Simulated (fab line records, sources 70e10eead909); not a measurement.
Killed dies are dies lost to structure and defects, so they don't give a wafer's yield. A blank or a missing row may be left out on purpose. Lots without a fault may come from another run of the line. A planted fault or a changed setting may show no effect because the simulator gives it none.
A struck lot beside a sound one | flow nand_harc | 15 steps out of a route of 1159
Sound: wafers L848.2, L848.4, L848.5. Struck: wafers L865.1, L865.3, L865.5. The cause comes at the end.
At each step with rows: each side's tool, then ch and its chambers, then its first start. Under that, the readings that differ: sound wafers | struck wafers | difference of the means | sigmas: that difference in standard deviations of wafers without a fault.
alike: readings whose means differ by less than 2 such deviations, and words and numbers that are the same on both sides. not compared: withheld readings, readings that some wafer has no value for, bounds like >300 that may hide the same value, and numbers for which the record gives no deviation and whose values overlap.
The two part at a step that has a row with sigmas, a row that says differs or no value, or rows on one side only. Numbers that don't overlap but have no deviation are shown without sigmas and don't part them. A reading that every wafer of one side lacks parts them only if that side has two wafers or more.

NHARC_A_CHANNEL_HOLE_D1_CD_MEAS_30:
  sound on cd_sem-02, day 9 02:13; struck on cd_sem-02, day 12 19:07
  alike: cd_nm
then, 1 step without rows for these wafers: NHARC_A_CHANNEL_HOLE_D1_XSEM_31.
NHARC_A_CHANNEL_HOLE_D1_INSPECT_40:
  sound on defect_inspect-02, day 9 02:24; struck on defect_inspect-02, day 12 19:18
  alike: raw_defect_count
then, 2 steps without rows for these wafers: NHARC_A_CHANNEL_FILL_D1_PRECLEAN_00 (cleans in SC1); NHARC_A_CHANNEL_FILL_D1_SRD_01.
NHARC_A_CHANNEL_FILL_D1_ALD_02: deposits SiO2, target thk 6 nm, pulse time 10 s, ald cycles 60.
  sound on ald_hk-02 ch 0,1,2, day 9 02:40; struck on ald_hk-01 ch 0,2,3, day 12 19:38
  alike: heater_power_w, precursor_pulse_height_rel
NHARC_A_CHANNEL_FILL_D1_ALD_03: deposits SiNx, target thk 6 nm, pulse time 60 s, ald cycles 58.
  sound on ald_sin_batch-03 ch 0; struck on ald_sin_batch-03 ch 0
  alike: precursor_pulse_height_rel
NHARC_A_CHANNEL_FILL_D1_ALD_14: deposits SiO2, target thk 2.5 nm, pulse time 10 s, ald cycles 25.
  sound on ald_hk-04 ch 1,3, day 9 09:40; struck on ald_hk-02 ch 2,3, day 13 02:59
  reading            | sound       | struck      | difference | sigmas
  heater_power_w (W) | 428 420 427 | 533 528 526 | +104       | +3
  alike: precursor_pulse_height_rel
NHARC_A_CHANNEL_FILL_D1_ALD_15: deposits SiNx, target thk 2 nm, pulse time 60 s, ald cycles 19.
  sound on ald_sin_batch-01 ch 0; struck on ald_sin_batch-01 ch 0
  alike: precursor_pulse_height_rel
then, 3 steps without rows for these wafers: NHARC_A_CHANNEL_FILL_D1_ALD_16 (deposits SiO2, target thk 1.5 nm, pulse time 10 s, ald cycles 15); NHARC_A_CHANNEL_FILL_D1_ANNEAL_17 (time 1800 s); NHARC_A_CHANNEL_FILL_D1_CVD_18 (deposits poly-Si, target thk 3 nm).
NHARC_A_CHANNEL_FILL_D1_ETCHBACK_19: etches the open film in HBr/Cl2, target depth 5 nm, time 1.7 s.
  sound on rie_si-05 ch 0,1,2, day 10 02:40; struck on rie_si-05 ch 0,2, day 13 20:54
  no value came back on the struck wafers for any of 5 readings (bias_w (W), chamber_pressure_mTorr (mTorr) and others); on the sound wafers bias_w (W) reads 99.9 100.1 100.2
  not compared: rf_hours_counter_h
NHARC_A_CHANNEL_FILL_D1_ETCHBACK_20: etches the open film in C4F8/O2/Ar, target depth 27 nm, time 13.5 s.
  sound on rie_diel-12 ch 0,2,3, day 10 02:47; struck on rie_diel-09 ch 0,1, day 13 21:02
  alike: bias_w, chamber_pressure_mTorr, oes_product_au, rf_vpp_V
  not compared: rf_hours_counter_h
-- the record jumps here: 10 days lie between the struck wafers' starts before and after (it left off in module A_CHANNEL_FILL_D1 and takes up again in module END, whose first step shown is number 1159 of the route) --
NHARC_END_SORT_01:
  the record has rows for the struck wafers here (prober-02 ch 0, day 23 12:27) and none for the sound ones

WHERE THEY PART
First at NHARC_A_CHANNEL_FILL_D1_ALD_14; last, within this record, at NHARC_END_SORT_01.

WHY: what the simulator had put in
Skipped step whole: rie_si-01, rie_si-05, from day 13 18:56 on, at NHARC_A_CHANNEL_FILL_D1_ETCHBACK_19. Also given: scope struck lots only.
